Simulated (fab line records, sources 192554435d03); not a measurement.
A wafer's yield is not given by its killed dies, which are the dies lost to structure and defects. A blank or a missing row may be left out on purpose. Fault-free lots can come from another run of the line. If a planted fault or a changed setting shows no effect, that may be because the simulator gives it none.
What tool caused it? | flow n5-finfet | 72 wafers from 24 lots sampled at 6 of the route's 1938 steps

== WHAT EACH GAUGE READ, for each wafer ==
Not one reading of a measure or inspect step in the record can be checked against a usual standard deviation.

== WHICH TOOL RAN EACH LOT (tool, then ch and the chambers of the sampled wafers, then the start) ==
lot  | N5_BEOL_M4_ANNEAL_49         | N5_BEOL_M4_SPUTTER_79        | N5_BEOL_M4_ANNEAL_91         | N5_BEOL_M5_ILD_DEP_00           | N5_BEOL_M5_CURE_79            | N5_BEOL_M5_HM_DEP_02
L074 | pvd-sputter-02, day 8 10:06  | pvd-sputter-02, day 8 10:14  | pvd-sputter-02, day 8 11:12  | pecvd-03 ch 0,1,2, day 8 13:50  | uv-cure-03 ch 1, day 8 13:54  | pvd-sputter-02, day 8 15:28
L075 | pvd-sputter-02, day 8 15:43  | pvd-sputter-02, day 8 15:52  | pvd-sputter-02, day 8 16:49  | pecvd-03 ch 1,2, day 8 19:42    | uv-cure-02 ch 2, day 8 19:46  | pvd-sputter-02, day 8 20:31
L076 | pvd-sputter-02, day 8 17:36  | pvd-sputter-02, day 8 17:44  | pvd-sputter-02, day 8 18:42  | pecvd-01 ch 1,2, day 8 21:20    | uv-cure-02 ch 0, day 8 21:24  | pvd-sputter-01, day 8 22:01
L079 | pvd-sputter-01, day 9 13:37  | pvd-sputter-01, day 9 13:45  | pvd-sputter-01, day 9 14:43  | pecvd-01 ch 0,1, day 9 17:24    | uv-cure-02 ch 2, day 9 17:37  | pvd-sputter-01, day 9 18:23
L077 | pvd-sputter-01, day 9 15:27  | pvd-sputter-01, day 9 15:35  | pvd-sputter-01, day 9 16:33  | pecvd-03 ch 0,1,2, day 9 19:12  | uv-cure-01 ch 2, day 9 19:20  | pvd-sputter-03, day 9 21:49
L078 | pvd-sputter-03, day 9 17:55  | pvd-sputter-03, day 9 18:03  | pvd-sputter-03, day 9 19:01  | pecvd-02 ch 0,1, day 9 22:01    | uv-cure-03 ch 2, day 9 22:11  | pvd-sputter-03, day 9 23:25
L080 | pvd-sputter-02, day 10 11:52 | pvd-sputter-02, day 10 12:00 | pvd-sputter-02, day 10 12:58 | pecvd-02 ch 0,1,2, day 10 15:50 | uv-cure-03 ch 1, day 10 15:53 | pvd-sputter-03, day 10 17:55
L082 | pvd-sputter-02, day 10 19:27 | pvd-sputter-02, day 10 19:35 | pvd-sputter-02, day 10 20:33 | pecvd-02 ch 0,2, day 10 23:22   | uv-cure-01 ch 0, day 10 23:40 | pvd-sputter-03, day 11 01:49
L081 | pvd-sputter-01, day 10 21:08 | pvd-sputter-01, day 10 21:17 | pvd-sputter-01, day 10 22:14 | pecvd-01 ch 0,1,2, day 11 01:02 | uv-cure-03 ch 1, day 11 01:08 | pvd-sputter-02, day 11 02:29
L084 | pvd-sputter-02, day 11 04:52 | pvd-sputter-02, day 11 05:01 | pvd-sputter-02, day 11 05:58 | pecvd-01 ch 0,1,2, day 11 08:56 | uv-cure-01 ch 0, day 11 08:59 | pvd-sputter-01, day 11 10:44
L086 | pvd-sputter-01, day 11 06:20 | pvd-sputter-01, day 11 06:28 | pvd-sputter-01, day 11 07:26 | pecvd-02 ch 1,2, day 11 10:08   | uv-cure-02 ch 2, day 11 10:11 | pvd-sputter-01, day 11 11:28
L085 | pvd-sputter-03, day 11 23:30 | pvd-sputter-03, day 11 23:38 | pvd-sputter-03, day 12 00:36 | pecvd-02 ch 0,1,2, day 12 03:14 | uv-cure-03 ch 0, day 12 03:18 | pvd-sputter-02, day 12 06:07
L083 | pvd-sputter-01, day 12 00:17 | pvd-sputter-01, day 12 00:26 | pvd-sputter-01, day 12 01:23 | pecvd-01 ch 0,1,2, day 12 04:02 | uv-cure-02 ch 1, day 12 04:14 | pvd-sputter-02, day 12 06:28
L088 | pvd-sputter-03, day 12 05:07 | pvd-sputter-03, day 12 05:16 | pvd-sputter-03, day 12 06:13 | pecvd-01 ch 1,2, day 12 08:53   | uv-cure-03 ch 1, day 12 08:57 | pvd-sputter-02, day 12 10:28
L087 | pvd-sputter-01, day 12 08:01 | pvd-sputter-01, day 12 08:10 | pvd-sputter-01, day 12 09:07 | pecvd-02 ch 0,1, day 12 11:50   | uv-cure-02 ch 1, day 12 12:41 | pvd-sputter-02, day 12 13:34
L090 | pvd-sputter-01, day 12 09:52 | pvd-sputter-01, day 12 10:00 | pvd-sputter-01, day 12 10:58 | pecvd-02 ch 1,2, day 12 13:37   | uv-cure-02 ch 1, day 12 15:01 | pvd-sputter-02, day 12 16:46
L089 | pvd-sputter-03, day 12 11:19 | pvd-sputter-03, day 12 11:28 | pvd-sputter-03, day 12 12:25 | pecvd-01 ch 0,2, day 12 15:04   | uv-cure-02 ch 2, day 12 15:59 | pvd-sputter-01, day 12 17:16
L092 | pvd-sputter-03, day 13 11:20 | pvd-sputter-03, day 13 11:29 | pvd-sputter-03, day 13 12:26 | pecvd-02 ch 1,2, day 13 15:11   | uv-cure-01 ch 1, day 13 15:15 | pvd-sputter-03, day 13 16:32
L091 | pvd-sputter-02, day 13 11:36 | pvd-sputter-02, day 13 11:44 | pvd-sputter-02, day 13 12:42 | pecvd-01 ch 0,1, day 13 15:26   | uv-cure-02 ch 0, day 13 15:45 | pvd-sputter-03, day 13 16:38
L093 | pvd-sputter-03, day 13 14:24 | pvd-sputter-03, day 13 14:32 | pvd-sputter-03, day 13 15:30 | pecvd-03 ch 0,2, day 13 18:14   | uv-cure-02 ch 0, day 13 18:27 | pvd-sputter-03, day 13 19:52
L094 | pvd-sputter-02, day 13 14:34 | pvd-sputter-02, day 13 14:43 | pvd-sputter-02, day 13 15:40 | pecvd-02 ch 1,2, day 13 18:26   | uv-cure-01 ch 0, day 13 18:30 | pvd-sputter-01, day 13 20:02
L095 | pvd-sputter-02, day 13 22:40 | pvd-sputter-02, day 13 22:48 | pvd-sputter-02, day 13 23:46 | pecvd-02 ch 1,2, day 14 02:24   | uv-cure-03 ch 0, day 14 02:32 | pvd-sputter-03, day 14 05:37
L096 | pvd-sputter-01, day 14 14:46 | pvd-sputter-01, day 14 14:55 | pvd-sputter-01, day 14 15:52 | pecvd-03 ch 0,1,2, day 14 20:54 | uv-cure-01 ch 2, day 14 20:58 | pvd-sputter-03, day 14 22:59
L097 | pvd-sputter-01, day 14 18:32 | pvd-sputter-01, day 14 18:40 | pvd-sputter-01, day 14 19:38 | pecvd-02 ch 0,2, day 14 23:36   | uv-cure-03 ch 2, day 14 23:46 | pvd-sputter-03, day 15 02:23
- N5_BEOL_M4_ANNEAL_49: time 240 s.
- N5_BEOL_M4_SPUTTER_79: material Cu, target thk 4.5 nm, time 8.29 s.
- N5_BEOL_M4_ANNEAL_91: time 240 s.
- N5_BEOL_M5_ILD_DEP_00: deposits SiCOH lowk from DEMS/porogen, target thk 140.64 nm, time 25.9 s.
- N5_BEOL_M5_CURE_79: cures SiCOH lowk, time 240 s.
- N5_BEOL_M5_HM_DEP_02: deposits TiN, target thk 20 nm.

== WHAT THE TOOLS THEMSELVES READ (means of the sampled wafers that have a number; where no wafer has one, the mark that the record gives instead) ==
N5_BEOL_M4_ANNEAL_49.
lot  | tool           | heater-power-w (W)
L074 | pvd-sputter-02 | 891
L075 | pvd-sputter-02 | 805
L076 | pvd-sputter-02 | 759
L079 | pvd-sputter-01 | 812
L077 | pvd-sputter-01 | 798
L078 | pvd-sputter-03 | 794
L080 | pvd-sputter-02 | 825
L082 | pvd-sputter-02 | 784
L081 | pvd-sputter-01 | 816
L084 | pvd-sputter-02 | 914
L086 | pvd-sputter-01 | 766
L085 | pvd-sputter-03 | 820
L083 | pvd-sputter-01 | 770
L088 | pvd-sputter-03 | 768
L087 | pvd-sputter-01 | 826
L090 | pvd-sputter-01 | 823
L089 | pvd-sputter-03 | 764
L092 | pvd-sputter-03 | 750
L091 | pvd-sputter-02 | 870
L093 | pvd-sputter-03 | 804
L094 | pvd-sputter-02 | 855
L095 | pvd-sputter-02 | 756
L096 | pvd-sputter-01 | 797
L097 | pvd-sputter-01 | 842

N5_BEOL_M4_SPUTTER_79.
lot  | tool           | throttle-valve-pct (%)
L074 | pvd-sputter-02 | 30.6
L075 | pvd-sputter-02 | 29.9
L076 | pvd-sputter-02 | 29.8
L079 | pvd-sputter-01 | 28.9
L077 | pvd-sputter-01 | 30.0
L078 | pvd-sputter-03 | 30.4
L080 | pvd-sputter-02 | 30.6
L082 | pvd-sputter-02 | 30.8
L081 | pvd-sputter-01 | 30.1
L084 | pvd-sputter-02 | 30.7
L086 | pvd-sputter-01 | 30.7
L085 | pvd-sputter-03 | 30.5
L083 | pvd-sputter-01 | 29.5
L088 | pvd-sputter-03 | 30.6
L087 | pvd-sputter-01 | 30.2
L090 | pvd-sputter-01 | 29.3
L089 | pvd-sputter-03 | 30.7
L092 | pvd-sputter-03 | 30.4
L091 | pvd-sputter-02 | 29.9
L093 | pvd-sputter-03 | 30.5
L094 | pvd-sputter-02 | 30.7
L095 | pvd-sputter-02 | 30.0
L096 | pvd-sputter-01 | 30.0
L097 | pvd-sputter-01 | 29.5

N5_BEOL_M4_ANNEAL_91.
lot  | tool           | heater-power-w (W)
L074 | pvd-sputter-02 | 899
L075 | pvd-sputter-02 | 815
L076 | pvd-sputter-02 | 761
L079 | pvd-sputter-01 | 806
L077 | pvd-sputter-01 | 814
L078 | pvd-sputter-03 | 785
L080 | pvd-sputter-02 | 839
L082 | pvd-sputter-02 | 781
L081 | pvd-sputter-01 | 805
L084 | pvd-sputter-02 | 901
L086 | pvd-sputter-01 | 767
L085 | pvd-sputter-03 | 811
L083 | pvd-sputter-01 | 773
L088 | pvd-sputter-03 | 760
L087 | pvd-sputter-01 | 823
L090 | pvd-sputter-01 | 846
L089 | pvd-sputter-03 | 771
L092 | pvd-sputter-03 | 750
L091 | pvd-sputter-02 | 872
L093 | pvd-sputter-03 | 806
L094 | pvd-sputter-02 | 836
L095 | pvd-sputter-02 | 757
L096 | pvd-sputter-01 | 801
L097 | pvd-sputter-01 | 851

N5_BEOL_M5_ILD_DEP_00.
lot  | tool     | heater-power-w (W) | showerhead-plenum-p-Torr (Torr) | throttle-valve-pct (%)
L074 | pecvd-03 | 296                | 5.741                           | 14.1
L075 | pecvd-03 | 297                | 5.744                           | 13.8
L076 | pecvd-01 | 240                | 5.739                           | 14.7
L079 | pecvd-01 | 243                | 5.750                           | 13.7
L077 | pecvd-03 | 295                | 5.746                           | 14.1
L078 | pecvd-02 | 285                | 5.722                           | 14.3
L080 | pecvd-02 | 291                | 5.735                           | 14.0
L082 | pecvd-02 | 351                | 5.731                           | 13.2
L081 | pecvd-01 | 251                | 5.739                           | 14.3
L084 | pecvd-01 | 237                | 5.746                           | 14.3
L086 | pecvd-02 | 319                | 5.744                           | 14.7
L085 | pecvd-02 | 286                | 5.737                           | 14.1
L083 | pecvd-01 | 239                | 5.737                           | 14.4
L088 | pecvd-01 | 247                | 5.744                           | 14.9
L087 | pecvd-02 | 278                | 5.731                           | 15.0
L090 | pecvd-02 | 354                | 5.760                           | 13.6
L089 | pecvd-01 | 213                | 5.742                           | 14.3
L092 | pecvd-02 | 326                | 5.761                           | 13.7
L091 | pecvd-01 | 228                | 5.736                           | 13.7
L093 | pecvd-03 | 321                | 5.738                           | 13.4
L094 | pecvd-02 | 288                | 5.747                           | 14.5
L095 | pecvd-02 | 337                | 5.752                           | 14.6
L096 | pecvd-03 | 273                | 5.742                           | 14.0
L097 | pecvd-02 | 281                | 5.744                           | 13.4

N5_BEOL_M5_CURE_79.
lot  | tool       | lamp-power-pct (%) | wafer_temp_C_max
L074 | uv-cure-03 | 52.34              | 386.3
L075 | uv-cure-02 | 52.31              | 387.5
L076 | uv-cure-02 | 52.31              | 386.3
L079 | uv-cure-02 | 52.34              | 387.4
L077 | uv-cure-01 | 52.31              | 386.3
L078 | uv-cure-03 | 52.29              | 387.6
L080 | uv-cure-03 | 52.25              | 386.5
L082 | uv-cure-01 | 52.29              | 387.1
L081 | uv-cure-03 | 52.33              | 386.4
L084 | uv-cure-01 | 52.27              | 387.0
L086 | uv-cure-02 | 52.27              | 386.7
L085 | uv-cure-03 | 52.32              | 386.7
L083 | uv-cure-02 | 52.30              | 385.8
L088 | uv-cure-03 | 52.30              | 386.0
L087 | uv-cure-02 | 52.33              | 386.0
L090 | uv-cure-02 | 52.33              | 386.3
L089 | uv-cure-02 | 52.32              | 386.7
L092 | uv-cure-01 | 52.32              | 388.0
L091 | uv-cure-02 | 52.29              | 386.3
L093 | uv-cure-02 | 52.24              | 386.4
L094 | uv-cure-01 | 52.32              | 386.6
L095 | uv-cure-03 | 52.31              | 386.6
L096 | uv-cure-01 | 52.30              | 386.3
L097 | uv-cure-03 | 52.38              | 388.0

N5_BEOL_M5_HM_DEP_02.
lot  | tool           | throttle-valve-pct (%)
L074 | pvd-sputter-02 | 29.9
L075 | pvd-sputter-02 | 31.5
L076 | pvd-sputter-01 | 29.4
L079 | pvd-sputter-01 | 28.1
L077 | pvd-sputter-03 | 30.4
L078 | pvd-sputter-03 | 30.5
L080 | pvd-sputter-03 | 30.6
L082 | pvd-sputter-03 | 30.6
L081 | pvd-sputter-02 | 30.1
L084 | pvd-sputter-01 | 29.5
L086 | pvd-sputter-01 | 28.2
L085 | pvd-sputter-02 | 30.9
L083 | pvd-sputter-02 | 30.8
L088 | pvd-sputter-02 | 30.7
L087 | pvd-sputter-02 | 30.0
L090 | pvd-sputter-02 | 30.0
L089 | pvd-sputter-01 | 28.2
L092 | pvd-sputter-03 | 30.5
L091 | pvd-sputter-03 | 30.0
L093 | pvd-sputter-03 | 30.4
L094 | pvd-sputter-01 | 29.2
L095 | pvd-sputter-03 | 30.7
L096 | pvd-sputter-03 | 30.5
L097 | pvd-sputter-03 | 30.5

== THE ANSWER, worked out from the rows above alone ==
Rule: what is usual is taken from the lots themselves. Put in order of their means at a reading, lots are off if they are a third of the lots or fewer, leave a main group of 4 or more, and stand apart from it by a gap of 3 or more times the standard deviation of the main group's means; of several such gaps the widest counts. A main group is skipped when, at the precision printed for the reading in the tables above, its means are all equal. Also off: a lot with no number at a reading for which 4 or more lots have one. The other lots that the step has rows for count as sound. The gauges are gone through in route order, then the tools' own readings, and for those a lot's mean is taken as printed above. At the first step where some lot is off, the reading lying furthest off is the one used; lots without a number count as furthest.
No lot is off at any reading shown: from this, nothing can be told.

== WHAT THE SIMULATOR HAD PUT IN ==
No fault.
